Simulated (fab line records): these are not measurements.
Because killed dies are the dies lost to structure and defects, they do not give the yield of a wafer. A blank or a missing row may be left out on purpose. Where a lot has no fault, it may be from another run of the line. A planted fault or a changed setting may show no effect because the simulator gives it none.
fab line records | flow n5-finfet | part 1 of 2: steps 1 to 23 of 29
record lots=5 | wafers=15 | last-day=17
route steps=1938 shown FIN_SAQP@145 FIN_CUT@154
lots with no fault: from the same line, run without faults
start-h: hours from the record's first day to the start of the lot's first wafer shown | wait-h: time in hours since the lot's previous step | " same as the row above | L1.1+2: one row covering several wafers at once | - value missing, or start not given | * or withheld: withheld | < > ~ a bound
route shown NAME@n: names a module that has steps shown in the file, with the first one's number in the route | usual: mean and standard deviation over wafers with no fault | same: alike in all rows | chamber/n: place in a boat | sites: readings site by site | _std_site: standard deviation across them | _edge_site: the outer-site mean with the inner-site mean subtracted | radius-mm: how far each site lies from the wafer's centre | mask NAME#n: copy n | behind: the last tool/chamber to shape the wafer | hold: why the lot went on hold/how many hours it stayed there/how the hold came to an end | device: names the non-switching transistor (n, p or np) | end of line: tests run on the same wafers once the route is complete | a step with no rows: only its recipe | killed: dies that structure and defects cost at the first sort, which is not the same as the wafer's yield | map: a wafer's dies, marking killed ones x, the rest . and places with no die _
set.NAME: the setting as run; set.NAME@STEP: as run at that earlier step | model.NAME: the simulator's own value behind a step, which no gauge read
a table for each step, a row for each wafer; lots at some steps of the route
services: from which hour (start-h, from the record's first day; less than 0 if before it) a tool's chamber was out of use, for how many hours, and why
## steps
# step N5_FIN_SAQP_HM_CD_35
# recipe target-cd-nm=8 | polarity=line
# usual cd-nm=8.09/0.21
lot.wafer | tool      | chamber | start-h | wait-h | cd-nm
L076.1    | cd-sem-02 | -       | 38.64   | 0.1    | 8.15
L076.3    | "         | -       | "       | "      | 8.60
L076.6    | "         | -       | "       | "      | 7.81
L085.1    | cd-sem-03 | -       | 95.13   | 0.1    | 8.20
L085.2    | "         | -       | "       | "      | 8.21
L085.6    | "         | -       | "       | "      | 8.20
L089.3    | cd-sem-03 | -       | 118.00  | 0.1    | 8.17
L089.5    | "         | -       | "       | "      | 7.95
L089.6    | "         | -       | "       | "      | 8.07
L090.1    | cd-sem-01 | -       | 122.73  | 0.1    | 7.92
L090.2    | "         | -       | "       | "      | 7.95
L090.4    | "         | -       | "       | "      | 8.37
L095.2    | cd-sem-03 | -       | 152.60  | 0.1    | 8.16
L095.3    | "         | -       | "       | "      | 8.35
L095.6    | "         | -       | "       | "      | 8.24
# step N5_FIN_SAQP_ETCH_64
# recipe chemistry=CF4 | target=SiO2 | target-depth-a=15 | ion-energy-ev=350 | pressure-mtorr=10 | icp-w=800 | bias-w=400 | cf4-flow-sccm=80
# usual drypump-motor-current-A=5.7/0.5 | oes-product-au=0.993/0.016 | throttle-valve-pct=21.87/0.16
lot.wafer | tool      | chamber | start-h | wait-h | drypump-motor-current-A | oes-product-au | rf-hours-counter-h | throttle-valve-pct
L076.1    | rie-si-01 | 0       | 38.68   | 0.0    | 5.8                     | 0.960          | 45                 | 21.80
L076.3    | "         | 3       | "       | "      | 5.5                     | 1.011          | 175                | 21.92
L076.6    | "         | 0       | "       | "      | 5.8                     | 0.965          | -                  | 21.79
L085.1    | rie-si-01 | 1       | 95.18   | 0.0    | 6.6                     | 0.981          | 166                | 21.59
L085.2    | "         | 2       | "       | "      | 5.9                     | 1.012          | 174                | 22.01
L085.6    | "         | 1       | "       | "      | 6.6                     | 0.987          | -                  | 21.58
L089.3    | rie-si-01 | 0       | 118.04  | 0.0    | 5.8                     | 0.976          | 46                 | 21.80
L089.5    | "         | 2       | "       | "      | 5.9                     | 1.026          | -                  | 22.02
L089.6    | "         | 1       | "       | "      | 6.5                     | 0.990          | -                  | 21.59
L090.1    | rie-si-03 | 2       | 122.77  | 0.0    | 5.9                     | 0.987          | 66                 | 22.12
L090.2    | "         | 1       | "       | "      | 5.4                     | 0.991          | 2                  | 21.91
L090.4    | "         | 3       | "       | "      | 5.8                     | 0.987          | 8                  | 21.92
L095.2    | rie-si-05 | 0       | 152.65  | 0.0    | 5.1                     | 0.982          | 55                 | 21.90
L095.3    | "         | 1       | "       | "      | 5.2                     | 0.976          | 85                 | 21.82
L095.6    | "         | 2       | "       | "      | 5.8                     | 1.009          | -                  | 21.51
# step N5_FIN_SAQP_FIN_ETCH_36
# recipe chemistry=HBr/Cl2/O2 | target-depth-a=1200 | mask-material=SiNx | time-s=50.4 | bias-w=102 | pressure-mtorr=10 | icp-w=800 | HBr_flow_sccm=150 | Cl2_flow_sccm=80 | O2_flow_sccm=12
# usual drypump-motor-current-A=5.7/0.5 | mfc-cl2-sccm=79.98/0.24 | oes-product-au=0.995/0.017 | throttle-valve-pct=36.12/0.23
lot.wafer | tool      | chamber | start-h | wait-h | drypump-motor-current-A | mfc-cl2-sccm | oes-product-au | rf-hours-counter-h | throttle-valve-pct
L076.1    | rie-si-01 | 0       | 38.70   | 0.0    | 5.8                     | 79.34        | 0.973          | 45                 | 36.07
L076.3    | "         | 3       | "       | "      | 5.5                     | 80.33        | 1.008          | 175                | 36.30
L076.6    | "         | 0       | "       | "      | 5.8                     | 79.58        | 0.973          | -                  | 36.09
L085.1    | rie-si-01 | 1       | 95.20   | 0.0    | 6.6                     | 80.37        | 0.969          | 166                | 35.81
L085.2    | "         | 2       | "       | "      | 5.9                     | 80.04        | 1.017          | 174                | 36.31
L085.6    | "         | 1       | "       | "      | 6.6                     | 80.04        | 0.981          | -                  | 35.81
L089.3    | rie-si-01 | 0       | 118.06  | 0.0    | 5.8                     | 79.84        | 0.972          | 46                 | 36.07
L089.5    | "         | 2       | "       | "      | 5.9                     | 79.84        | 1.003          | -                  | 36.31
L089.6    | "         | 1       | "       | "      | 6.6                     | 79.74        | 0.985          | -                  | 35.78
L090.1    | rie-si-03 | 2       | 122.79  | 0.0    | 5.8                     | 80.27        | 0.997          | 66                 | 36.47
L090.2    | "         | 1       | "       | "      | 5.4                     | 80.02        | 0.999          | 2                  | 36.12
L090.4    | "         | 3       | "       | "      | 5.8                     | 79.97        | 0.998          | 8                  | 36.17
L095.2    | rie-si-05 | 0       | 152.67  | 0.0    | 5.1                     | 80.33        | 0.987          | 55                 | 36.09
L095.3    | "         | 1       | "       | "      | 5.2                     | 80.06        | 0.970          | 85                 | 35.95
L095.6    | "         | 2       | "       | "      | 5.8                     | 79.85        | 1.005          | -                  | 35.65
# step N5_FIN_SAQP_CD_MEAS_37
# recipe target-cd-nm=8 | polarity=line
# usual cd-nm=8.06/0.19
lot.wafer | tool      | chamber | start-h | wait-h | cd-nm
L076.1    | cd-sem-01 | -       | 38.82   | 0.1    | 8.06
L076.3    | "         | -       | "       | "      | 8.15
L076.6    | "         | -       | "       | "      | 8.07
L085.1    | cd-sem-03 | -       | 95.32   | 0.1    | 8.00
L085.2    | "         | -       | "       | "      | 8.30
L085.6    | "         | -       | "       | "      | 8.26
L089.3    | cd-sem-03 | -       | 118.19  | 0.1    | 8.27
L089.5    | "         | -       | "       | "      | 8.39
L089.6    | "         | -       | "       | "      | 8.06
L090.1    | cd-sem-03 | -       | 122.92  | 0.1    | 8.14
L090.2    | "         | -       | "       | "      | 7.80
L090.4    | "         | -       | "       | "      | 7.80
L095.2    | cd-sem-03 | -       | 152.79  | 0.1    | 8.24
L095.3    | "         | -       | "       | "      | 8.06
L095.6    | "         | -       | "       | "      | 8.37
# step N5_FIN_SAQP_PRECLEAN_38
# recipe chemistry=O3/DIW | time-s=45 | temp-c=22 | o3-ppm=10
lot.wafer  | tool         | chamber | start-h | wait-h
L076.1+3+6 | wet-bench-03 | 4,5,7   | 38.87   | 0.0
L085.1+2+6 | wet-bench-03 | 1,5,4   | 95.36   | 0.0
L089.3+5+6 | wet-bench-02 | 7,2,1   | 118.22  | 0.0
L090.1+2+4 | wet-bench-01 | 6,1,2   | 122.96  | 0.0
L095.2+3+6 | wet-bench-02 | 5,3,1   | 152.83  | 0.0
# step N5_FIN_SAQP_PRECLEAN_45
# recipe chemistry=dHF | time-s=10 | dilution=500:1 | temp-c=25
lot.wafer  | tool         | chamber | start-h | wait-h
L076.1+3+6 | wet-bench-03 | 4,5,7   | 38.88   | 0.0
L085.1+2+6 | wet-bench-03 | 1,5,4   | 95.37   | 0.0
L089.3+5+6 | wet-bench-02 | 7,2,1   | 118.24  | 0.0
L090.1+2+4 | wet-bench-01 | 6,1,2   | 122.98  | 0.0
L095.2+3+6 | wet-bench-02 | 5,3,1   | 152.85  | 0.0
# step N5_FIN_SAQP_SRD_39
# recipe dry=ipa-marangoni | time-s=30 | temp-c=23 | rinse-liquid=diw
lot.wafer  | tool         | chamber | start-h | wait-h
L076.1+3+6 | wet-bench-03 | 4,5,7   | 38.88   | 0.0
L085.1+2+6 | wet-bench-03 | 1,5,4   | 95.38   | 0.0
L089.3+5+6 | wet-bench-02 | 7,2,1   | 118.24  | 0.0
L090.1+2+4 | wet-bench-01 | 6,1,2   | 122.98  | 0.0
L095.2+3+6 | wet-bench-02 | 5,3,1   | 152.85  | 0.0
# step N5_FIN_SAQP_OCD_MEAS_76
# usual trench-depth-nm=120.1/1.3
lot.wafer | tool   | chamber | start-h | wait-h | trench-depth-nm
L076.1    | ocd-01 | -       | 38.92   | 0.0    | 119.8
L076.3    | "      | -       | "       | "      | 117.0
L076.6    | "      | -       | "       | "      | 120.0
L085.1    | ocd-02 | -       | 95.42   | 0.0    | 120.5
L085.2    | "      | -       | "       | "      | 120.1
L085.6    | "      | -       | "       | "      | 120.3
L089.3    | ocd-02 | -       | 118.29  | 0.0    | 121.3
L089.5    | "      | -       | "       | "      | 119.7
L089.6    | "      | -       | "       | "      | 121.8
L090.1    | ocd-02 | -       | 123.02  | 0.0    | 120.0
L090.2    | "      | -       | "       | "      | 119.3
L090.4    | "      | -       | "       | "      | 119.7
L095.2    | ocd-01 | -       | 152.89  | 0.0    | 119.4
L095.3    | "      | -       | "       | "      | 118.6
L095.6    | "      | -       | "       | "      | 118.8
# step N5_FIN_SAQP_INSPECT_40
# recipe inspect-instrument=brightfield | mode=aei
# usual raw-defect-count=233/69
lot.wafer | tool              | chamber | start-h | wait-h | raw-defect-count
L076.1    | defect-inspect-02 | -       | 38.95   | 0.0    | 325
L076.3    | "                 | -       | "       | "      | 259
L076.6    | "                 | -       | "       | "      | 470
L085.1    | defect-inspect-01 | -       | 95.45   | 0.0    | 198
L085.2    | "                 | -       | "       | "      | 223
L085.6    | "                 | -       | "       | "      | 355
L089.3    | defect-inspect-02 | -       | 118.32  | 0.0    | 135
L089.5    | "                 | -       | "       | "      | 163
L089.6    | "                 | -       | "       | "      | 192
L090.1    | defect-inspect-01 | -       | 123.05  | 0.0    | 329
L090.2    | "                 | -       | "       | "      | 261
L090.4    | "                 | -       | "       | "      | 318
L095.2    | defect-inspect-01 | -       | 152.92  | 0.0    | 274
L095.3    | "                 | -       | "       | "      | 297
L095.6    | "                 | -       | "       | "      | 293
# step N5_FIN_CUT_COAT_18
# recipe resist=SOC | temp-c=250 | time-s=60 | spin-rpm=1500 | resist-thk-nm=230
# usual dispense-pressure-kPa=48.7/2.6 | exhaust-pa=45.2/0.81
lot.wafer | tool           | chamber | start-h | wait-h | dispense-pressure-kPa | exhaust-pa
L076.1    | litho-track-05 | 0       | 38.99   | 0.0    | 48.5                  | 46.2
L076.3    | "              | 0       | "       | "      | 48.5                  | 45.9
L076.6    | "              | 0       | "       | "      | 48.5                  | 46.6
L085.1    | litho-track-05 | 0       | 95.48   | 0.0    | 48.4                  | 44.9
L085.2    | "              | 0       | "       | "      | 48.5                  | 44.1
L085.6    | "              | 0       | "       | "      | 48.5                  | 44.7
L089.3    | litho-track-05 | 0       | 118.35  | 0.0    | 48.5                  | 44.8
L089.5    | "              | 0       | "       | "      | 48.5                  | 45.2
L089.6    | "              | 0       | "       | "      | 48.5                  | 44.9
L090.1    | litho-track-05 | 0       | 123.08  | 0.0    | 48.5                  | 44.0
L090.2    | "              | 0       | "       | "      | 48.5                  | 44.4
L090.4    | "              | 0       | "       | "      | 48.5                  | 44.5
L095.2    | litho-track-04 | 0       | 152.95  | 0.0    | 45.8                  | 45.1
L095.3    | "              | 0       | "       | "      | 45.8                  | 44.8
L095.6    | "              | 0       | "       | "      | 45.8                  | 46.7
# step N5_FIN_CUT_COAT_19
# recipe resist=SiARC | temp-c=220 | time-s=60 | spin-rpm=1500 | resist-thk-nm=20
# usual dispense-pressure-kPa=48.6/2.6 | exhaust-pa=45.1/0.87
lot.wafer | tool           | chamber | start-h | wait-h | dispense-pressure-kPa | exhaust-pa
L076.1    | litho-track-05 | 0       | -       | -      | 48.4                  | 43.7
L076.3    | "              | 0       | "       | "      | 48.4                  | 45.2
L076.6    | "              | 0       | "       | "      | 48.5                  | 44.6
L085.1    | litho-track-05 | 0       | -       | -      | 48.4                  | 45.7
L085.2    | "              | 0       | "       | "      | 48.5                  | 44.9
L085.6    | "              | 0       | "       | "      | 48.4                  | 46.0
L089.3    | litho-track-05 | 0       | -       | -      | 48.5                  | 44.3
L089.5    | "              | 0       | "       | "      | 48.4                  | 43.8
L089.6    | "              | 0       | "       | "      | 48.5                  | 43.2
L090.1    | litho-track-05 | 0       | -       | -      | 48.5                  | 45.6
L090.2    | "              | 0       | "       | "      | 48.4                  | 45.4
L090.4    | "              | 0       | "       | "      | 48.5                  | 45.2
L095.2    | litho-track-04 | 0       | -       | -      | 45.8                  | 46.0
L095.3    | "              | 0       | "       | "      | 45.7                  | 46.0
L095.6    | "              | 0       | "       | "      | 45.8                  | 45.4
# step N5_FIN_CUT_COAT_29
# recipe resist=underlayer | temp-c=205 | time-s=60 | spin-rpm=1500 | resist-thk-nm=10
# usual dispense-pressure-kPa=48.7/2.6 | exhaust-pa=44.8/0.91
lot.wafer | tool           | chamber | start-h | wait-h | dispense-pressure-kPa | exhaust-pa
L076.1    | litho-track-05 | 0       | -       | -      | 48.5                  | 45.4
L076.3    | "              | 0       | "       | "      | 48.5                  | 47.2
L076.6    | "              | 0       | "       | "      | 48.5                  | 44.7
L085.1    | litho-track-05 | 0       | -       | -      | 48.5                  | 45.7
L085.2    | "              | 0       | "       | "      | 48.5                  | 44.7
L085.6    | "              | 0       | "       | "      | 48.5                  | 44.8
L089.3    | litho-track-05 | 0       | -       | -      | 48.5                  | 44.2
L089.5    | "              | 0       | "       | "      | 48.5                  | 43.8
L089.6    | "              | 0       | "       | "      | 48.5                  | 45.4
L090.1    | litho-track-05 | 0       | -       | -      | 48.5                  | 44.2
L090.2    | "              | 0       | "       | "      | 48.5                  | 43.6
L090.4    | "              | 0       | "       | "      | 48.5                  | 44.0
L095.2    | litho-track-04 | 0       | -       | -      | 45.9                  | 44.5
L095.3    | "              | 0       | "       | "      | 45.9                  | 44.1
L095.6    | "              | 0       | "       | "      | 45.9                  | 44.9
# step N5_FIN_CUT_COAT_02
# recipe resist=CAR-EUV | spin-rpm=1500 | resist-thk-nm=30
# usual dispense-pressure-kPa=48.6/2.6 | exhaust-pa=45.0/0.79
lot.wafer | tool           | chamber | start-h | wait-h | dispense-pressure-kPa | exhaust-pa
L076.1    | litho-track-05 | 0       | -       | -      | 48.4                  | 44.9
L076.3    | "              | 0       | "       | "      | 48.5                  | 44.5
L076.6    | "              | 0       | "       | "      | 48.4                  | 46.7
L085.1    | litho-track-05 | 0       | -       | -      | 48.4                  | 45.0
L085.2    | "              | 0       | "       | "      | 48.4                  | 44.7
L085.6    | "              | 0       | "       | "      | 48.4                  | 44.5
L089.3    | litho-track-05 | 0       | -       | -      | 48.4                  | 44.4
L089.5    | "              | 0       | "       | "      | 48.5                  | 45.4
L089.6    | "              | 0       | "       | "      | 48.4                  | 45.4
L090.1    | litho-track-05 | 0       | -       | -      | 48.4                  | 45.5
L090.2    | "              | 0       | "       | "      | 48.5                  | 45.0
L090.4    | "              | 0       | "       | "      | 48.5                  | 44.1
L095.2    | litho-track-04 | 0       | -       | -      | 45.8                  | 44.2
L095.3    | "              | 0       | "       | "      | 45.8                  | 45.8
L095.6    | "              | 0       | "       | "      | 45.9                  | 46.3
# step N5_FIN_CUT_EBR_04
# recipe solvent=PGMEA | ebr-width-mm=1.5
# usual exhaust-pa=45.1/0.83
lot.wafer | tool           | chamber | start-h | wait-h | exhaust-pa
L076.1    | litho-track-05 | 0       | -       | -      | 46.2
L076.3    | "              | 0       | "       | "      | 44.9
L076.6    | "              | 0       | "       | "      | 45.7
L085.1    | litho-track-05 | 0       | -       | -      | 46.2
L085.2    | "              | 0       | "       | "      | 46.2
L085.6    | "              | 0       | "       | "      | 45.9
L089.3    | litho-track-05 | 0       | -       | -      | 45.5
L089.5    | "              | 0       | "       | "      | 45.3
L089.6    | "              | 0       | "       | "      | 46.0
L090.1    | litho-track-05 | 0       | -       | -      | 44.3
L090.2    | "              | 0       | "       | "      | 44.5
L090.4    | "              | 0       | "       | "      | 43.0
L095.2    | litho-track-04 | 0       | -       | -      | 45.9
L095.3    | "              | 0       | "       | "      | 45.4
L095.6    | "              | 0       | "       | "      | 45.3
# step N5_FIN_CUT_SOFTBAKE_03
# recipe temp-c=110 | time-s=60 | resist=CAR-EUV
# usual exhaust-pa=45.2/1
lot.wafer | tool           | chamber | start-h | wait-h | exhaust-pa
L076.1    | litho-track-05 | 0       | -       | -      | 45.6
L076.3    | "              | 0       | "       | "      | 45.0
L076.6    | "              | 0       | "       | "      | 46.3
L085.1    | litho-track-05 | 0       | -       | -      | 46.0
L085.2    | "              | 0       | "       | "      | 45.6
L085.6    | "              | 0       | "       | "      | 46.6
L089.3    | litho-track-05 | 0       | -       | -      | 44.0
L089.5    | "              | 0       | "       | "      | 44.1
L089.6    | "              | 0       | "       | "      | 44.0
L090.1    | litho-track-05 | 0       | -       | -      | 45.0
L090.2    | "              | 0       | "       | "      | 46.7
L090.4    | "              | 0       | "       | "      | 45.9
L095.2    | litho-track-04 | 0       | -       | -      | 45.6
L095.3    | "              | 0       | "       | "      | 47.3
L095.6    | "              | 0       | "       | "      | 45.5
# step N5_FIN_CUT_EXPOSE_05
# recipe mask-id=FIN_CUT | na=0.33 | source-shape=annular | sigma-inner=0.35 | sigma-outer=0.8 | polarization=unpolarized | dose-mj=45.75
# same na=0.33
lot.wafer  | tool           | chamber | start-h | wait-h | mask
L076.1+3+6 | euv-scanner-02 | 0       | 39.12   | -      | FIN_CUT#0
L085.1+2+6 | euv-scanner-01 | 0       | 95.74   | -      | FIN_CUT#0
L089.3+5+6 | euv-scanner-01 | 0       | 118.62  | -      | FIN_CUT#0
L090.1+2+4 | euv-scanner-02 | 0       | 123.35  | -      | FIN_CUT#0
L095.2+3+6 | euv-scanner-01 | 0       | 153.29  | -      | FIN_CUT#0
# step N5_FIN_CUT_PEB_06
# recipe peb-temp-c=100 | peb-time-s=60 | resist=CAR-EUV
# usual exhaust-pa=44.8/0.91
lot.wafer | tool           | chamber | start-h | wait-h | exhaust-pa
L076.1    | litho-track-02 | 0       | 39.19   | 0.1    | 44.9
L076.3    | "              | 0       | "       | "      | 44.8
L076.6    | "              | 0       | "       | "      | 44.7
L085.1    | litho-track-05 | 0       | 95.81   | 0.1    | 43.5
L085.2    | "              | 0       | "       | "      | 44.8
L085.6    | "              | 0       | "       | "      | 45.0
L089.3    | litho-track-02 | 0       | 118.68  | 0.0    | 46.7
L089.5    | "              | 0       | "       | "      | 46.2
L089.6    | "              | 0       | "       | "      | 47.0
L090.1    | litho-track-05 | 0       | 123.41  | 0.1    | 44.5
L090.2    | "              | 0       | "       | "      | 45.2
L090.4    | "              | 0       | "       | "      | 44.8
L095.2    | litho-track-02 | 0       | 153.35  | 0.1    | 43.5
L095.3    | "              | 0       | "       | "      | 44.5
L095.6    | "              | 0       | "       | "      | 46.5
# step N5_FIN_CUT_DEVELOP_07
# recipe develop-time-s=30 | developer=TMAH | resist=CAR-EUV | rinse-liquid=surfactant-rinse | dry=air-spin | dev-temp-c=23
# usual exhaust-pa=45.0/0.95
lot.wafer | tool           | chamber | start-h | wait-h | exhaust-pa
L076.1    | litho-track-02 | 0       | -       | -      | 43.9
L076.3    | "              | 0       | "       | "      | 44.4
L076.6    | "              | 0       | "       | "      | 44.9
L085.1    | litho-track-05 | 0       | -       | -      | 44.7
L085.2    | "              | 0       | "       | "      | 45.0
L085.6    | "              | 0       | "       | "      | 44.9
L089.3    | litho-track-02 | 0       | -       | -      | 45.1
L089.5    | "              | 0       | "       | "      | 43.9
L089.6    | "              | 0       | "       | "      | 44.4
L090.1    | litho-track-05 | 0       | -       | -      | 45.0
L090.2    | "              | 0       | "       | "      | 44.9
L090.4    | "              | 0       | "       | "      | 43.4
L095.2    | litho-track-02 | 0       | -       | -      | 45.7
L095.3    | "              | 0       | "       | "      | 43.6
L095.6    | "              | 0       | "       | "      | 44.4
# step N5_FIN_CUT_CD_MEAS_08
# recipe target-cd-nm=29.1 | landing-energy-ev=500 | detector=se-inlens | polarity=opening
# usual cd-nm=29.13/0.26
lot.wafer | tool      | chamber | start-h | wait-h | cd-nm
L076.1    | cd-sem-02 | 0       | 39.26   | -      | 28.84
L076.3    | "         | 0       | "       | "      | 29.10
L076.6    | "         | 0       | "       | "      | 29.03
L085.1    | cd-sem-02 | 0       | 95.87   | -      | 28.90
L085.2    | "         | 0       | "       | "      | 28.88
L085.6    | "         | 0       | "       | "      | 28.81
L089.3    | cd-sem-01 | 0       | 118.74  | -      | 29.27
L089.5    | "         | 0       | "       | "      | 29.26
L089.6    | "         | 0       | "       | "      | 29.21
L090.1    | cd-sem-03 | 0       | 123.48  | -      | 29.34
L090.2    | "         | 0       | "       | "      | 29.18
L090.4    | "         | 0       | "       | "      | 29.27
L095.2    | cd-sem-01 | 0       | 153.42  | -      | 29.11
L095.3    | "         | 0       | "       | "      | 28.77
L095.6    | "         | 0       | "       | "      | 28.96
# step N5_FIN_CUT_OVL_MEAS_09
# recipe points-per-wafer=522
# usual FIN_CUT_OVL=-0.2/0.82
# same points-per-wafer=522
lot.wafer | tool       | chamber | start-h | wait-h | FIN_CUT_OVL[nm]
L076.1    | overlay-01 | 0       | 39.29   | 0.0    | -0.1
L076.3    | "          | 0       | "       | "      | 0.7
L076.6    | "          | 0       | "       | "      | -0.7
L085.1    | overlay-01 | 0       | 95.90   | 0.0    | -0.8
L085.2    | "          | 0       | "       | "      | 0.0
L085.6    | "          | 0       | "       | "      | -0.7
L089.3    | overlay-01 | 0       | 118.78  | 0.0    | -1.2
L089.5    | "          | 0       | "       | "      | -1.1
L089.6    | "          | 0       | "       | "      | -1.1
L090.1    | overlay-02 | 0       | 123.51  | 0.0    | -1.0
L090.2    | "          | 0       | "       | "      | -1.5
L090.4    | "          | 0       | "       | "      | -0.5
L095.2    | overlay-01 | 0       | 153.45  | 0.0    | 1.3
L095.3    | "          | 0       | "       | "      | 0.1
L095.6    | "          | 0       | "       | "      | 1.1
# step N5_FIN_CUT_INSPECT_10
# recipe mode=adi | inspect-instrument=brightfield
# usual raw-defect-count=43/14
lot.wafer | tool              | chamber | start-h | wait-h | raw-defect-count
L076.1    | defect-inspect-01 | -       | 39.34   | 0.1    | 51
L076.3    | "                 | -       | "       | "      | 57
L076.6    | "                 | -       | "       | "      | 92
L085.1    | defect-inspect-02 | -       | 95.96   | 0.1    | 46
L085.2    | "                 | -       | "       | "      | 42
L085.6    | "                 | -       | "       | "      | 63
L089.3    | defect-inspect-01 | -       | 118.83  | 0.0    | 25
L089.5    | "                 | -       | "       | "      | 36
L089.6    | "                 | -       | "       | "      | 44
L090.1    | defect-inspect-01 | -       | 123.57  | 0.1    | 68
L090.2    | "                 | -       | "       | "      | 45
L090.4    | "                 | -       | "       | "      | 57
L095.2    | defect-inspect-01 | -       | 153.51  | 0.0    | 55
L095.3    | "                 | -       | "       | "      | 57
L095.6    | "                 | -       | "       | "      | 48
# step N5_FIN_CUT_DESCUM_13
# recipe chemistry=O2 | time-s=7 | source-power-w=50 | bias-power-w=20 | pressure-mtorr=20 | rf-frequency-hz=2.712e+07 | temp-c=40 | resist=CAR-EUV | o2-flow-sccm=225
# usual drypump-motor-current-A=5.9/0.33 | oes-product-au=0.79/0.089 | rf-vpp-V=242.9/1.4 | showerhead-plenum-p-Torr=2.07/0.075 | throttle-valve-pct=20.44/0.23
lot.wafer | tool        | chamber | start-h | wait-h | drypump-motor-current-A | oes-product-au | rf-hours-counter-h | rf-vpp-V | showerhead-plenum-p-Torr | throttle-valve-pct
L076.1    | rie-diel-01 | 3       | 39.38   | 0.0    | 5.5                     | 0.75           | 168                | 243.3    | 2.00                     | 20.39
L076.3    | "           | 0       | "       | "      | 5.2                     | 0.81           | 92                 | 243.8    | 2.12                     | 20.32
L076.6    | "           | 0       | "       | "      | 5.2                     | 0.81           | -                  | 243.7    | 2.12                     | 20.33
L085.1    | rie-diel-05 | 3       | 96.00   | 0.0    | 5.2                     | 0.74           | 169                | 242.5    | 2.00                     | 20.59
L085.2    | "           | 0       | "       | "      | 5.9                     | 0.89           | 29                 | 243.8    | 2.04                     | 20.10
L085.6    | "           | 3       | "       | "      | 5.2                     | 0.74           | -                  | 243.2    | 2.00                     | 20.61
L089.3    | rie-diel-06 | 0       | 118.86  | 0.0    | 5.8                     | 0.82           | 100                | 241.5    | 2.03                     | 20.15
L089.5    | "           | 1       | "       | "      | 6.4                     | 0.95           | -                  | 245.5    | 2.24                     | 20.29
L089.6    | "           | 2       | "       | "      | 5.9                     | 0.71           | -                  | 243.6    | 2.07                     | 20.70
L090.1    | rie-diel-06 | 0       | 123.60  | 0.0    | 5.8                     | 0.81           | 102                | 241.7    | 2.03                     | 20.15
L090.2    | "           | 1       | "       | "      | 6.3                     | 0.94           | 12                 | 247.3    | 2.24                     | 20.30
L090.4    | "           | 2       | "       | "      | 5.9                     | 0.70           | -                  | 243.2    | 2.06                     | 20.70
L095.2    | rie-diel-05 | 1       | 153.54  | 0.0    | 6.1                     | 0.74           | 167                | 246.3    | 2.17                     | 20.60
L095.3    | "           | 2       | "       | "      | 6.3                     | 0.67           | 226                | 242.4    | 1.97                     | 20.83
L095.6    | "           | 0       | "       | "      | 5.9                     | 0.86           | -                  | 242.5    | 2.04                     | 20.11
# step N5_FIN_CUT_ETCH_30
# recipe chemistry=N2/H2 | target=underlayer | target-depth-a=130 | mask-material=CAR-EUV | time-s=10.4 | ion-energy-ev=200 | pressure-mtorr=30 | source-w=840 | bias-w=150 | n2-flow-sccm=200 | h2-flow-sccm=200 | ends=cleared
# usual drypump-motor-current-A=5.9/0.33 | etch-rf-on-time-s=10.42/0.15 | oes-product-au=0.67/0.076 | rf-vpp-V=523.2/2.6 | showerhead-plenum-p-Torr=2.52/0.09 | throttle-valve-pct=17.89/0.28
lot.wafer | tool        | chamber | start-h | wait-h | drypump-motor-current-A | etch-rf-on-time-s | oes-product-au | rf-hours-counter-h | rf-vpp-V | showerhead-plenum-p-Torr | throttle-valve-pct
L076.1    | rie-diel-01 | 3       | 39.41   | 0.0    | 5.5                     | 10.25             | 0.66           | 168                | 521.0    | 2.43                     | 17.86
L076.3    | "           | 0       | "       | "      | 5.3                     | 10.34             | 0.69           | 92                 | 525.0    | 2.57                     | 17.75
L076.6    | "           | 0       | "       | "      | 5.3                     | 10.38             | 0.69           | -                  | 524.4    | 2.57                     | 17.75
L085.1    | rie-diel-05 | 3       | 96.03   | 0.0    | 5.2                     | 10.62             | 0.63           | 169                | 520.2    | 2.44                     | 18.06
L085.2    | "           | 0       | "       | "      | 5.9                     | 10.68             | 0.75           | 29                 | 522.0    | 2.49                     | 17.52
L085.6    | "           | 3       | "       | "      | 5.2                     | 10.58             | 0.63           | -                  | 521.8    | 2.44                     | 18.10
L089.3    | rie-diel-06 | 0       | 118.90  | 0.0    | 5.8                     | 10.28             | 0.69           | 100                | 521.9    | 2.46                     | 17.50
L089.5    | "           | 1       | "       | "      | 6.3                     | 10.29             | 0.81           | -                  | 528.4    | 2.71                     | 17.76
L089.6    | "           | 2       | "       | "      | 5.9                     | 10.56             | 0.60           | -                  | 522.9    | 2.52                     | 18.22
L090.1    | rie-diel-06 | 0       | 123.64  | 0.0    | 5.8                     | 10.20             | 0.69           | 102                | 520.6    | 2.46                     | 17.51
L090.2    | "           | 1       | "       | "      | 6.3                     | 10.15             | 0.81           | 12                 | 527.9    | 2.71                     | 17.76
L090.4    | "           | 2       | "       | "      | 5.9                     | 10.39             | 0.60           | -                  | 524.4    | 2.52                     | 18.25
L095.2    | rie-diel-05 | 1       | 153.58  | 0.0    | 6.1                     | 10.50             | 0.64           | 167                | 527.6    | 2.65                     | 18.02
L095.3    | "           | 2       | "       | "      | 6.4                     | 10.77             | 0.57           | 226                | 519.0    | 2.41                     | 18.33
L095.6    | "           | 0       | "       | "      | 5.9                     | 10.46             | 0.73           | -                  | 520.9    | 2.48                     | 17.53
